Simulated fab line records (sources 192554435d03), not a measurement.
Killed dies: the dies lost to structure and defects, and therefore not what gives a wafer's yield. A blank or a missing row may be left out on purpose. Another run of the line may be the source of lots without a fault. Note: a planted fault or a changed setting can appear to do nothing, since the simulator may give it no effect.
What tool caused it? | flow n5_finfet | 38 wafers from 13 lots sampled at 4 of the route's 1938 steps

## WHAT EACH GAUGE READ, for each wafer
No reading from a measuring or inspecting step in the record can be judged against a usual standard deviation.

## WHAT TOOL EACH LOT RAN ON (gives the tool, then ch and the chambers of the sampled wafers, and finally the start)
lot  | N5_BEOL_M14_DEGAS_41         | N5_BEOL_M14_SPUTTER_45       | N5_BEOL_M14_ANNEAL_48            | N5_BEOL_M15_COAT_04
L763 | pvd_sputter-01, day 10 18:43 | pvd_sputter-01, day 10 18:58 | rtp_anneal-02 ch 0, day 10 19:22 | litho_track-02 ch 0, day 10 20:35
L762 | pvd_sputter-03, day 10 23:29 | pvd_sputter-03, day 10 23:45 | rtp_anneal-02 ch 0, day 11 00:07 | litho_track-02 ch 0, day 11 01:09
L766 | pvd_sputter-03, day 11 15:16 | pvd_sputter-03, day 11 15:31 | rtp_anneal-02 ch 0, day 11 15:49 | litho_track-05 ch 0, day 11 17:00
L765 | pvd_sputter-01, day 11 15:31 | pvd_sputter-01, day 11 15:45 | rtp_anneal-02 ch 0, day 11 16:08 | litho_track-02 ch 0, day 11 17:10
L772 | pvd_sputter-02, day 12 23:42 | pvd_sputter-02, day 12 23:56 | rtp_anneal-02 ch 0, day 13 00:17 | litho_track-05 ch 0, day 13 01:21
L773 | pvd_sputter-01, day 13 03:13 | pvd_sputter-01, day 13 03:27 | rtp_anneal-01 ch 0, day 13 03:46 | litho_track-05 ch 0, day 13 04:51
L781 | pvd_sputter-01, day 17 16:56 | pvd_sputter-01, day 17 17:11 | rtp_anneal-02 ch 0, day 17 17:35 | litho_track-05 ch 0, day 17 18:34
L784 | pvd_sputter-01, day 17 17:25 | pvd_sputter-01, day 17 17:40 | rtp_anneal-02 ch 0, day 17 18:13 | litho_track-05 ch 0, day 17 19:24
L782 | pvd_sputter-02, day 17 19:25 | pvd_sputter-02, day 17 19:40 | rtp_anneal-01 ch 0, day 17 20:05 | litho_track-05 ch 0, day 17 21:14
L779 | pvd_sputter-01, day 17 20:08 | pvd_sputter-01, day 17 20:23 | rtp_anneal-01 ch 0, day 17 20:47 | litho_track-03 ch 0, day 17 21:52
L783 | pvd_sputter-03, day 18 14:14 | pvd_sputter-03, day 18 14:29 | rtp_anneal-01 ch 0, day 18 14:53 | litho_track-05 ch 0, day 18 15:52
L785 | pvd_sputter-02, day 19 02:05 | pvd_sputter-02, day 19 02:20 | rtp_anneal-02 ch 0, day 19 03:14 | litho_track-03 ch 0, day 19 04:10
L780 | pvd_sputter-01, day 19 05:22 | pvd_sputter-01, day 19 05:36 | rtp_anneal-02 ch 0, day 19 05:55 | litho_track-02 ch 0, day 19 06:59
- N5_BEOL_M14_DEGAS_41: time 60 s.
- N5_BEOL_M14_SPUTTER_45: material Cu, target thk 100 nm, time 16.67 s.
- N5_BEOL_M14_ANNEAL_48: time 90 s.
- N5_BEOL_M15_COAT_04: resist thk 800 nm.

## AS READ BY THE TOOLS THEMSELVES (means over the sampled wafers that have a number; for cases with no such wafer, the mark the record gives instead)
N5_BEOL_M14_DEGAS_41.
lot  | tool           | heater_power_w (W)
L763 | pvd_sputter-01 | 467
L762 | pvd_sputter-03 | 484
L766 | pvd_sputter-03 | 490
L765 | pvd_sputter-01 | 490
L772 | pvd_sputter-02 | 469
L773 | pvd_sputter-01 | 442
L781 | pvd_sputter-01 | 486
L784 | pvd_sputter-01 | 487
L782 | pvd_sputter-02 | 466
L779 | pvd_sputter-01 | 476
L783 | pvd_sputter-03 | 482
L785 | pvd_sputter-02 | 461
L780 | pvd_sputter-01 | 472

N5_BEOL_M14_SPUTTER_45.
lot  | tool           | throttle_valve_pct (%)
L763 | pvd_sputter-01 | 31.0
L762 | pvd_sputter-03 | 30.4
L766 | pvd_sputter-03 | 30.2
L765 | pvd_sputter-01 | 31.1
L772 | pvd_sputter-02 | 29.5
L773 | pvd_sputter-01 | 29.8
L781 | pvd_sputter-01 | 31.2
L784 | pvd_sputter-01 | 31.2
L782 | pvd_sputter-02 | 29.3
L779 | pvd_sputter-01 | 30.2
L783 | pvd_sputter-03 | 29.8
L785 | pvd_sputter-02 | 30.7
L780 | pvd_sputter-01 | 30.3

N5_BEOL_M14_ANNEAL_48.
lot  | tool          | wafer_temp_C_max
L763 | rtp_anneal-02 | 226.0
L762 | rtp_anneal-02 | 225.8
L766 | rtp_anneal-02 | 226.0
L765 | rtp_anneal-02 | 225.9
L772 | rtp_anneal-02 | 226.1
L773 | rtp_anneal-01 | 226.4
L781 | rtp_anneal-02 | 225.6
L784 | rtp_anneal-02 | 225.6
L782 | rtp_anneal-01 | 226.5
L779 | rtp_anneal-01 | 226.4
L783 | rtp_anneal-01 | 226.1
L785 | rtp_anneal-02 | 225.8
L780 | rtp_anneal-02 | 226.1

N5_BEOL_M15_COAT_04.
lot  | tool           | spin_speed_rpm (rpm)
L763 | litho_track-02 | 1703.6
L762 | litho_track-02 | 1702.9
L766 | litho_track-05 | 1702.3
L765 | litho_track-02 | 1703.2
L772 | litho_track-05 | 2023.9
L773 | litho_track-05 | 2025.7
L781 | litho_track-05 | 1704.0
L784 | litho_track-05 | 1703.8
L782 | litho_track-05 | 1704.6
L779 | litho_track-03 | 1703.6
L783 | litho_track-05 | 1702.5
L785 | litho_track-03 | 1703.3
L780 | litho_track-02 | 1704.2

## THE ANSWER, worked out from the rows above alone
Rule: the usual values come from the lots themselves. Put in order of their means at a reading, lots are off if they are a third of the lots or fewer, leave a main group of 4 or more, and stand apart from it by a gap of 3 or more times the standard deviation of the main group's means; of several such gaps the widest counts. A main group whose means are all the same, to the digits that the tables above print for the reading, isn't used. Also off: a lot with no number at a reading for which 4 or more lots have one. Where the step has rows for the other lots, those lots are counted as sound. First the gauges in route order, then the tools' own readings, where a lot's mean is used as printed above. The first step at which some lot is off is used, and at that step the reading that is off furthest; a lot without a number counts as furthest.
Off: L772, L773, at N5_BEOL_M15_COAT_04 (spin_speed_rpm). For the main group the mean is 1703.5 rpm and the standard deviation 0.67.
If a tool, at that step or one of the process steps before it, ran each lot that is off and ran no sound lot following the first of them, it fits. No candidate that was tried fits.

## WHAT THE SIMULATOR HAD INSERTED
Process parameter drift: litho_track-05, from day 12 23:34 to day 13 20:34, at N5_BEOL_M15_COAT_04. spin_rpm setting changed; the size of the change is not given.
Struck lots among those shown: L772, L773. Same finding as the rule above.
